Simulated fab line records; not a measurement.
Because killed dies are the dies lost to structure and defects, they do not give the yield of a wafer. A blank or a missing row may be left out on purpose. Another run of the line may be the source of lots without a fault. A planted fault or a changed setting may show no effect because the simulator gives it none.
fab line records    flow n5_finfet
record: lots: 4  wafers: 12  last_day: 17
route steps=1938 shown BEOL_M5@1151 BEOL_M15@1830
lots that met no fault: from a run of the same line without faults
start_h: start of the lot's first displayed wafer, in hours after the record's first day    wait_h: hours from the lot's prior step to this one    " the same as in the row above    L1.1+2: a row that stands for several wafers    - either no value or no given start    * or withheld: withheld    < > ~ a bound
route shown NAME@n: NAME is a module with steps in the file, n the number in the route of the first one    usual: mean/standard deviation of fault-free wafers    same: alike in all rows    chamber/n: place in a boat    sites: the reading at each site    _std_site: the standard deviation of these    _edge_site: mean of outer sites minus mean of inner sites    radius_mm: how far each site lies from the wafer's centre    mask NAME#n: copy n    behind: the most recent tool/chamber to have shaped the wafer    hold: why the lot went on hold/how many hours it stayed there/how the hold came to an end    device: transistor that didn't switch, given as n, p or np    end of line: the tests these same wafers got at the end of their route    a step without rows: its recipe alone    killed: at the first sort, the dies lost to defects and structure; wafer yield is something else    map: a wafer's dies, marking killed ones x, the rest . and places with no die _
set.NAME: the setting the step ran with; set.NAME@STEP: the setting that earlier step ran with    model.NAME: the simulator's own value behind a step, which no gauge read
certain route steps with their lots: each step a table, each wafer a row
services: from which hour (start_h, from the record's first day; less than 0 if before it) a tool's chamber was out of use, for how many hours, and why
== steps ==
step: N5_BEOL_M5_DESCUM_33
recipe: chemistry: O2  time_s: 7  source_power_w: 50  bias_power_w: 20  pressure_mtorr: 20  rf_frequency_hz: 2.712e+07  temp_c: 40  resist: CAR-EUV  o2_flow_sccm: 225
step: N5_BEOL_M5_ETCH_75
recipe: chemistry: N2/H2  target: underlayer  target_depth_a: 65  mask_material: CAR-EUV  time_s: 5.2  ion_energy_ev: 200  pressure_mtorr: 30  source_w: 840  bias_w: 150  n2_flow_sccm: 200  h2_flow_sccm: 200  ends: cleared
step: N5_BEOL_M5_ETCH_67
recipe: chemistry: CF4  target: SiARC  target_depth_a: 156  mask_material: CAR-EUV  time_s: 26  ion_energy_ev: 80  pressure_mtorr: 40  source_w: 545  bias_w: 36  Ar_flow_sccm: 100  cf4_flow_sccm: 100  ends: cleared
step: N5_BEOL_M5_ETCH_68
recipe: chemistry: N2/H2  target: SOC  target_depth_a: 800  overetch_a: 160  mask_material: SiARC  temp_c: 40  time_s: 120  ion_energy_ev: 200  pressure_mtorr: 30  source_w: 840  bias_w: 150  n2_flow_sccm: 200  h2_flow_sccm: 200
step: N5_BEOL_M5_STRIP_69
recipe: chemistry: N2/H2  temp_c: 40  n2_flow_sccm: 200  h2_flow_sccm: 200  rf_frequency_hz: 6e+07
step: N5_BEOL_M5_STRIP_76
recipe: chemistry: N2/H2  temp_c: 40  n2_flow_sccm: 200  h2_flow_sccm: 200  rf_frequency_hz: 6e+07
step: N5_BEOL_M5_VIA_ETCH_34
recipe: chemistry: C4F6/O2  target: SiCOH_lowk  target_depth_a: 883  mask_material: SOC  taper_deg: 4  time_s: 39.2  ion_energy_ev: 250  pressure_mtorr: 30  source_w: 345  bias_w: 185  Ar_flow_sccm: 300  C4F6_flow_sccm: 10  O2_flow_sccm: 10
step: N5_BEOL_M5_STRIP_85
recipe: chemistry: C4F6/O2  resist: SiARC  rf_frequency_hz: 6e+07
step: N5_BEOL_M5_STRIP_36
recipe: chemistry: N2/H2  power_w: 450  temp_c: 40  pressure_mtorr: 20  rf_frequency_hz: 6e+07  overash_fraction: 0.3  bias_power_w: 7  h2_frac: 0.5  n2_flow_sccm: 200  h2_flow_sccm: 200
step: N5_BEOL_M5_TRENCH_ETCH_37
recipe: chemistry: C4F6/O2  target_depth_a: 716.52  target: SiCOH_lowk  time_s: 24.7  ion_energy_ev: 250  pressure_mtorr: 30  source_w: 345  bias_w: 185  Ar_flow_sccm: 300  C4F6_flow_sccm: 10  O2_flow_sccm: 10
usual: O2_flow_sccm: 10.00/0.031  drypump_motor_current_A: 5.9/0.37  oes_product_au: 0.78/0.08  rf_vpp_V: 657/16  showerhead_plenum_p_Torr: 2.80/0.11  throttle_valve_pct: 20.9/0.34
lot.wafer  tool         chamber  start_h  wait_h  O2_flow_sccm  drypump_motor_current_A  oes_product_au  rf_hours_counter_h  rf_vpp_V  showerhead_plenum_p_Torr  throttle_valve_pct  model.etch.depth_nm  model.BEOL_M5.feature_depth_nm  model.TiN_of_BEOL_M5_HM_DEP_02.thk_nm
L899.2     rie_diel-06  2        262.11   -       10.03         5.6                      0.73            174                 662       2.97                      20.8                71.03                71                              17.8
L899.3     "            3        "        "       9.93          6.5                      0.90            34                  648       2.79                      20.4                72.56                72.6                            17.8
L899.5     "            3        "        "       9.93          6.5                      0.90            -                   648       2.79                      20.4                72.87                72.8                            17.6
L903.2     rie_diel-06  3        278.78   -       9.96          6.5                      1.06            43                  649       2.78                      20.5                94.59                94.6                            17.2
L903.4     "            2        "        "       9.98          5.6                      0.72            178                 659       2.97                      20.8                70.23                70.2                            18
L903.5     "            3        "        "       9.96          6.5                      0.89            -                   647       2.78                      20.4                72.02                72                              18.2
L905.1     rie_diel-05  0        297.42   -       9.99          5.5                      0.86            87                  663       2.77                      20.6                74.56                74.6                            17.4
L905.4     "            1        "        "       10.04         5.5                      0.70            242                 648       2.70                      21.5                73.98                74                              17.4
L905.6     "            1        "        "       10.02         5.5                      0.70            -                   649       2.71                      21.5                73.81                73.8                            18
L909.4     rie_diel-06  3        319.58   -       10.03         6.6                      0.86            59                  647       2.77                      20.4                72.73                72.8                            17.4
L909.5     "            2        "        "       9.97          5.6                      0.71            -                   661       2.96                      20.8                70.23                70.2                            17.6
L909.6     "            3        "        "       10.00         6.5                      1.04            -                   647       2.77                      20.5                95.42                95.4                            16.8
step: N5_BEOL_M5_ETCH_41
recipe: chemistry: CH3F/O2  target: SiCN  target_depth_a: 315  taper_deg: 2  time_s: 56.7  ion_energy_ev: 120  mask_material: TiN  pressure_mtorr: 30  source_w: 395  bias_w: 75  Ar_flow_sccm: 150  CH3F_flow_sccm: 30  O2_flow_sccm: 20
step: N5_BEOL_M5_STRIP_91
recipe: chemistry: N2/H2  time_s: 10  power_w: 450  temp_c: 40  pressure_mtorr: 20  rf_frequency_hz: 6e+07  bias_power_w: 7  n2_flow_sccm: 200  h2_flow_sccm: 200
step: N5_BEOL_M5_OCD_MEAS_38
usual: trench_depth_nm: 71.5/2
lot.wafer  tool    chamber  start_h  wait_h  trench_depth_nm
L899.2     ocd-02  -        262.26   -       71.3
L899.3     "       -        "        "       72.5
L899.5     "       -        "        "       72.7
L903.2     ocd-02  -        278.93   -       94.3
L903.4     "       -        "        "       70.4
L903.5     "       -        "        "       72.0
L905.1     ocd-02  -        297.57   -       74.9
L905.4     "       -        "        "       73.6
L905.6     "       -        "        "       73.8
L909.4     ocd-02  -        319.74   -       73.4
L909.5     "       -        "        "       70.3
L909.6     "       -        "        "       95.3
step: N5_BEOL_M5_HM_STRIP_39
recipe: chemistry: peroxide_tin_strip  material: TiN  target_depth_a: 250  temp_c: 50  time_s: 158
step: N5_BEOL_M5_SRD_40
recipe: time_s: 30  temp_c: 23  rinse_liquid: diw  dry: ipa_marangoni
step: N5_BEOL_M5_PRECLEAN_42
recipe: chemistry: residue_remover  time_s: 60  temp_c: 40
step: N5_BEOL_M5_SRD_43
recipe: time_s: 30  temp_c: 23  rinse_liquid: diw  dry: ipa_marangoni
step: N5_BEOL_M5_CURE_80
recipe: temp_c: 370  time_s: 120  ambient: DMADMS/He  material: SiCOH_lowk
step: N5_BEOL_M5_DEGAS_44
recipe: ambient: vacuum  temp_c: 250  time_s: 60
step: N5_BEOL_M5_PRE_CLEAN_45
recipe: gas: H2/He  time_s: 30  temp_c: 250
step: N5_BEOL_M5_ALD_86
recipe: material: TaN  target_thk_a: *  temp_c: 275  ald_precursor_family: PDMAT  ald_co_reactant: NH3  pressure_torr: 3  carrier_flow_sccm: 1500  pulse_time_s: 2  purge_time_s: 3  co_reactant_purge_time_s: 2  co_reactant_pulse_time_s: 3  ald_cycles: 30  precursor_vessel_temp_c: 75  precursor_vessel_pressure_torr: 26.25  precursor_vessel_carrier_sccm: 1000
step: N5_BEOL_M5_SURFACE_TREAT_87
recipe: gas: Ar  time_s: *  ion_energy_ev: *  ion_current_ma_cm2: 0.5  pressure_mtorr: *  ar_flow_sccm: 30
step: N5_BEOL_M5_CVD_47
recipe: material: Co  target_thk_a: 30  temp_c: withheld  precursor: CCTBA/H2  pressure_torr: 30  time_s: 216
step: N5_BEOL_M5_SPUTTER_48
recipe: material: Cu  target_thk_a: 150  temp_c: -20  chamber_pressure_pa: 0.07  power_w: withheld  time_s: 27.62
step: N5_BEOL_M5_ANNEAL_49
recipe: temp_c: 400  time_s: 1800  ambient: vacuum
step: N5_BEOL_M5_SPUTTER_81
recipe: material: Cu  target_thk_a: 150  temp_c: -20  chamber_pressure_pa: 0.07  power_w: withheld  time_s: 27.62
step: N5_BEOL_M5_ANNEAL_82
recipe: temp_c: 400  time_s: 1800  ambient: vacuum
step: N5_BEOL_M5_SPUTTER_83
recipe: material: Cu  target_thk_a: 150  temp_c: -20  chamber_pressure_pa: 0.07  power_w: withheld  time_s: 27.62
step: N5_BEOL_M5_ANNEAL_84
recipe: temp_c: 400  time_s: 1800  ambient: vacuum
step: N5_BEOL_M5_SPUTTER_88
recipe: material: Cu  target_thk_a: 150  temp_c: -20  chamber_pressure_pa: 0.07  power_w: withheld  time_s: 27.62
step: N5_BEOL_M5_ANNEAL_89
recipe: temp_c: 400  time_s: 1800  ambient: vacuum
step: N5_BEOL_M5_SPUTTER_90
recipe: material: Cu  target_thk_a: 45  temp_c: -20  chamber_pressure_pa: 0.07  power_w: withheld  time_s: 8.29
step: N5_BEOL_M5_ECD_50
recipe: material: Cu  target_thk_a: 3000
step: N5_BEOL_M5_ANNEAL_51
recipe: temp_c: 225  time_s: 90  ambient: N2
step: N5_BEOL_M5_CMP_52
recipe: stop_on: SiCOH_lowk  t_overpolish_s: 6.9  down_force_psi: 1  platen_rpm: 50  clearing_platen_down_force_psi: 1.5  clearing_platen_rpm: 50  post_cmp_clean: cu_alkaline  target_thk_nm: 62  clearing_platen_pad_velocity_m_s: 0.99484  pad_velocity_m_s: 0.99484
usual: barrier_field_endpoint_s: 24.7/0.87  motor_current_A: 6.2/0.76  overpolish_run_s: 6.899/0.01  platen_rpm: 50.00/0.034  slurry_filter_dp_kPa: 13.49/0.15  time_to_endpoint_s: 62/4.6
lot.wafer  tool    chamber  start_h  wait_h  barrier_field_endpoint_s  motor_current_A  overpolish_run_s  platen_rpm  slurry_filter_dp_kPa  time_to_endpoint_s  model.Cu_of_BEOL_M5_ECD_50.thk_nm
L899.3     cmp-01  3        268.86   0.2     25.1                      6.1              6.909             50.00       13.79                 65                  63.4
L899.2     "       0        "        "       23.3                      5.3              6.888             49.98       13.79                 54                  59
L899.5     "       1        "        "       24.2                      6.6              6.891             49.98       13.39                 54                  62.2
L903.2     cmp-01  3        285.94   0.2     25.3                      6.3              6.900             49.99       13.23                 67                  87
L903.4     "       1        "        "       24.4                      6.7              6.881             50.04       13.69                 60                  60.6
L903.5     "       3        "        "       24.2                      6.4              6.901             49.98       13.51                 65                  63.4
L905.1     cmp-01  3        304.37   0.3     25.3                      6.4              6.901             49.98       13.46                 68                  65.2
L905.4     "       1        "        "       23.2                      6.3              6.898             50.01       13.39                 58                  62.4
L905.6     "       3        "        "       24.8                      6.6              6.898             50.00       13.53                 66                  64.8
L909.4     cmp-01  1        327.50   0.2     24.2                      6.5              6.886             50.05       13.26                 57                  61
L909.6     "       3        "        "       25.2                      6.1              6.898             50.06       13.28                 62                  85.8
L909.5     "       0        "        "       23.6                      5.3              6.903             49.94       13.50                 51                  57.6
step: N5_BEOL_M5_THK_MEAS_53
recipe: thk_meas_gauge: xrf  reads: Cu_of_BEOL_M5_ECD_50
usual: M5_THK: 63.0/2.6
lot.wafer  tool           chamber  start_h  wait_h  M5_THK[nm]
L899.2     film_metro-01  -        269.08   -       60.4
L899.3     "              -        "        "       64.7
L899.5     "              -        "        "       63.4
L903.2     film_metro-01  -        286.23   -       88.9
L903.4     "              -        "        "       61.9
L903.5     "              -        "        "       64.7
L905.1     film_metro-02  -        304.62   -       66.5
L905.4     "              -        "        "       64.0
L905.6     "              -        "        "       66.8
L909.4     film_metro-01  -        327.72   -       62.2
L909.5     "              -        "        "       58.8
L909.6     "              -        "        "       87.8
step: N5_BEOL_M5_PRE_CLEAN_77
recipe: gas: NH3/H2  time_s: 15  temp_c: *  rf_power_w: 300
step: N5_BEOL_M5_CO_CAP_78
recipe: material: Co  target_thk_a: 20  temp_c: 200  precursor: CCTBA/H2  pressure_torr: 30  time_s: 102.1
step: N5_BEOL_M5_RS_MEAS_57
recipe: thk_meas_gauge: four-point-probe  reads: Co_of_BEOL_M5_CO_CAP_78+Cu_of_BEOL_M5_ECD_50+Co_of_BEOL_M5_CVD_47+TaN_of_BEOL_M5_ALD_86
usual: M5_RS: 0.389/0.019
lot.wafer  tool           chamber  start_h  wait_h  M5_RS[ohm/sq]
L899.2     film_metro-01  -        269.50   0.1     0.410
L899.3     "              -        "        "       0.375
L899.5     "              -        "        "       0.384
L903.2     film_metro-02  -        286.50   0.1     0.258
L903.4     "              -        "        "       0.400
L903.5     "              -        "        "       0.377
L905.1     film_metro-02  -        304.88   0.0     0.365
L905.4     "              -        "        "       0.383
L905.6     "              -        "        "       0.367
L909.4     film_metro-02  -        327.98   0.0     0.395
L909.5     "              -        "        "       0.423
L909.6     "              -        "        "       0.264
step: N5_BEOL_M15_RC_MEAS_101
usual: COMB_M10: 1.4e-11/2.8e-12  COMB_M11: 1.4e-11/3e-12  COMB_M12: 5.7e-12/1.3e-12  COMB_M12_max_site: 8.5e-12/2e-12  COMB_M13: 4.2e-12/9.3e-13  COMB_M14: 3.4e-12/9.2e-13  COMB_M15: 2.2e-12/6e-13  COMB_M6: 2.5e-11/5.1e-12  COMB_M6_max_site: 3.7e-11/8.8e-12  COMB_M7: 2.5e-11/6e-12  COMB_M8: 2.5e-11/4.9e-12  COMB_M8_max_site: 3.5e-11/7.9e-12  COMB_M9: 1.5e-11/3.2e-12  SERP_M10: 3.05/0.084  SERP_M10_max_site: 3.15/0.085  SERP_M11: 3.04/0.13  SERP_M11_max_site: 3.12/0.13  SERP_M12: 0.637/0.021  SERP_M13: 0.312/0.0089  SERP_M14: 0.160/0.0048  SERP_M5: 39.5/2.5  SERP_M5_max_site: 41.1/2.6  SERP_M6: 13.8/0.7  SERP_M7: 14.1/0.82  SERP_M8: 13.9/0.73  SERP_M9: 3.03/0.12  SERP_M9_max_site: 3.13/0.13
lot.wafer  tool       chamber  start_h  wait_h  COMB_M10[S/m]  COMB_M11[S/m]  COMB_M12[S/m]  COMB_M12_max_site[S/m]  COMB_M13[S/m]  COMB_M14[S/m]  COMB_M15[S/m]  COMB_M6[S/m]  COMB_M6_max_site[S/m]  COMB_M7[S/m]  COMB_M8[S/m]  COMB_M8_max_site[S/m]  COMB_M9[S/m]  SERP_M10[ohm/um]  SERP_M10_max_site[ohm/um]  SERP_M11[ohm/um]  SERP_M11_max_site[ohm/um]  SERP_M12[ohm/um]  SERP_M13[ohm/um]  SERP_M14[ohm/um]  SERP_M5[ohm/um]  SERP_M5_max_site[ohm/um]  SERP_M6[ohm/um]  SERP_M7[ohm/um]  SERP_M8[ohm/um]  SERP_M9[ohm/um]  SERP_M9_max_site[ohm/um]
L899.2     prober-02  0        338.95   0.2     1.21e-11       1.5e-11        6e-12          8.4e-12                 2.9e-12        2.9e-12        2.4e-12        2.5e-11       3.5e-11                3e-11         1.9e-11       3.1e-11                1.4e-11       3.05              3.26                       3.13              3.25                       0.662             0.305             0.172             39.5             41.9                      13.5             14.8             13.0             2.89             3.03
L899.3     "          0        "        "       1.57e-11       1.8e-11        5.4e-12        9.2e-12                 3.5e-12        2.8e-12        2.1e-12        2.2e-11       2.7e-11                2.7e-11       2.3e-11       3.2e-11                1.6e-11       2.96              3.19                       3.00              3.04                       0.641             0.319             0.158             39.0             40.5                      12.1             14.2             13.8             3.04             3.18
L899.5     "          0        "        "       1.64e-11       1.6e-11        6e-12          6.9e-12                 4e-12          3.9e-12        3.4e-12        2.4e-11       2.9e-11                2e-11         2.4e-11       2.6e-11                1.3e-11       3.15              3.20                       2.91              3.01                       0.664             0.314             0.162             38.5             41.5                      14.2             14.0             12.8             2.90             3.02
L903.2     prober-01  0        368.07   0.2     1.21e-11       1.2e-11        4.5e-12        8.9e-12                 2.3e-12        3.5e-12        2.2e-12        2.9e-11       4.5e-11                2.3e-11       2.4e-11       3.2e-11                1.1e-11       3.12              3.15                       3.13              3.22                       0.673             0.304             0.155             27.3             28.6                      14.0             14.7             14.5             2.93             2.99
L903.4     "          0        "        "       1.39e-11       1.5e-11        5.3e-12        9.4e-12                 3.3e-12        3.2e-12        2.1e-12        2.4e-11       2.8e-11                2.2e-11       2.6e-11       3.5e-11                1.3e-11       3.13              3.19                       2.84              2.95                       0.616             0.298             0.165             40.6             41.4                      14.7             14.8             15.2             2.92             2.97
L903.5     "          0        "        "       1.1e-11        1.4e-11        5.2e-12        8.4e-12                 5.1e-12        2.5e-12        2.2e-12        2.9e-11       4.8e-11                1.9e-11       2.3e-11       3.5e-11                1.3e-11       3.10              3.18                       3.06              3.15                       0.655             0.310             0.165             36.8             37.7                      13.4             14.3             15.0             3.09             3.17
L905.1     prober-01  0        384.14   0.0     1.29e-11       1.9e-11        6.9e-12        9.7e-12                 4e-12          4.1e-12        2.6e-12        3.6e-11       5.1e-11                1.9e-11       2.1e-11       3.8e-11                1.6e-11       2.98              3.07                       3.29              3.35                       0.630             0.316             0.157             39.8             41.1                      12.6             13.6             12.8             3.03             3.12
L905.4     "          0        "        "       1.25e-11       9e-12          5.5e-12        7.5e-12                 3.5e-12        4.3e-12        1.7e-12        3.9e-11       5.4e-11                2.2e-11       2.8e-11       3.7e-11                1.1e-11       3.04              3.21                       3.03              3.17                       0.649             0.312             0.166             38.4             40.4                      12.9             13.5             13.0             3.02             3.12
L905.6     "          0        "        "       1.25e-11       1.1e-11        4.6e-12        7e-12                   2.7e-12        3.4e-12        2e-12          3.4e-11       7.2e-11                3.3e-11       1.9e-11       3.4e-11                2.5e-11       2.92              3.18                       3.30              3.36                       0.645             0.310             0.161             39.1             40.9                      13.0             13.4             13.1             3.05             3.11
L909.4     prober-02  0        398.47   0.5     1.29e-11       1.1e-11        5.1e-12        6.6e-12                 4.3e-12        3.9e-12        1.8e-12        2.5e-11       3.7e-11                3.6e-11       2.5e-11       4.1e-11                1.4e-11       3.06              3.21                       3.15              3.21                       0.637             0.311             0.159             40.3             42.4                      13.7             14.6             14.1             3.09             3.27
L909.5     "          0        "        "       1.26e-11       1e-11          5.4e-12        8.3e-12                 5.9e-12        4.8e-12        2.8e-12        2e-11         3.3e-11                2.5e-11       3.5e-11       4.3e-11                1.8e-11       3.09              3.19                       2.88              2.92                       0.622             0.306             0.169             44.6             45.9                      13.7             12.9             14.9             3.07             3.13
L909.6     "          0        "        "       1.57e-11       9e-12          7.8e-12        1.05e-11                5.4e-12        3.7e-12        1.4e-12        2.5e-11       2.7e-11                2.5e-11       2.9e-11       3.6e-11                1.5e-11       3.08              3.11                       3.16              3.23                       0.618             0.315             0.159             25.2             26.6                      13.8             14.4             14.3             3.13             3.25
sites SERP_M5 radius_mm=0,75,75,75,75,140,140,140,140
L899.2 37.8 39.8 38.9 39.5 39.4 41.9 38.1 40.8 40.0
L903.2 27.0 27.0 27.3 26.6 27.1 28.3 28.0 27.8 28.6
L905.1 39.8 40.3 39.7 41.1 40.0 39.4 40.3 39.2 38.1
L909.4 42.4 42.2 41.5 40.3 42.1 39.7 37.3 39.0 39.3
== services ==
tool         chamber  start_h  hours  kind
cmp-01       -        248.64   0.6    repair
cmp-01       -        251.86   0.9    repair
rie_diel-05  0        261.54   19.9   repair
rie_diel-06  2        264.89   6.7    repair
cmp-01       -        270.30   3.7    repair
rie_diel-06  1        287.76   -      clean
rie_diel-06  1        287.76   -      consumable_replace:focus_ring
rie_diel-06  1        287.76   -      consumable_replace:showerhead
rie_diel-06  1        287.76   16.5   scheduled_down
rie_diel-06  1        287.76   16.5   vent_cycle
rie_diel-05  -        298.29   4.3    pm
rie_diel-06  2        307.35   1.8    repair
rie_diel-06  2        309.34   9.4    repair
rie_diel-05  1        325.31   -      clean
rie_diel-05  1        325.31   -      consumable_replace:focus_ring
rie_diel-05  1        325.31   -      consumable_replace:showerhead
rie_diel-05  1        325.31   28.2   scheduled_down
rie_diel-05  1        325.31   28.2   vent_cycle
== key ==
first_sign: step: N5_BEOL_M5_TRENCH_ETCH_37  reading: oes_product_au  direction: up  sigmas: 3.3  usual: 0.78  struck: 1.05
effect: step: N5_BEOL_M5_OCD_MEAS_38  reading: trench_depth_nm  direction: up  sigmas: 12  usual: 71.5  struck: 94.8
effect: step: N5_BEOL_M5_THK_MEAS_53  reading: M5_THK  direction: up  sigmas: 9.6  usual: 63.0  struck: 88.3
effect: step: N5_BEOL_M5_RS_MEAS_57  reading: M5_RS  direction: down  sigmas: 6.6  usual: 0.389  struck: 0.261
effect: step: N5_BEOL_M15_RC_MEAS_101  reading: SERP_M5  direction: down  sigmas: 5.2  usual: 39.5  struck: 26.3
model_effect: step: N5_BEOL_M5_TRENCH_ETCH_37  value: etch.depth_nm  without: 72.28  struck: 95
model_effect: step: N5_BEOL_M5_CMP_52  value: Cu_of_BEOL_M5_ECD_50.thk_nm  without: 63.7  struck: 86.4
met_at N5_BEOL_M5_TRENCH_ETCH_37
struck_wafers L903.2,L909.6
onset_between 262.11 278.78
fault: kind: process_parameter_drift  tool: rie_diel-06  chamber: -  onset_h: 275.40  steps: N5_BEOL_M5_TRENCH_ETCH_37  channel: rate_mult  offset: 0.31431  shape: step  end_h: 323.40  scope: struck_wafers_only
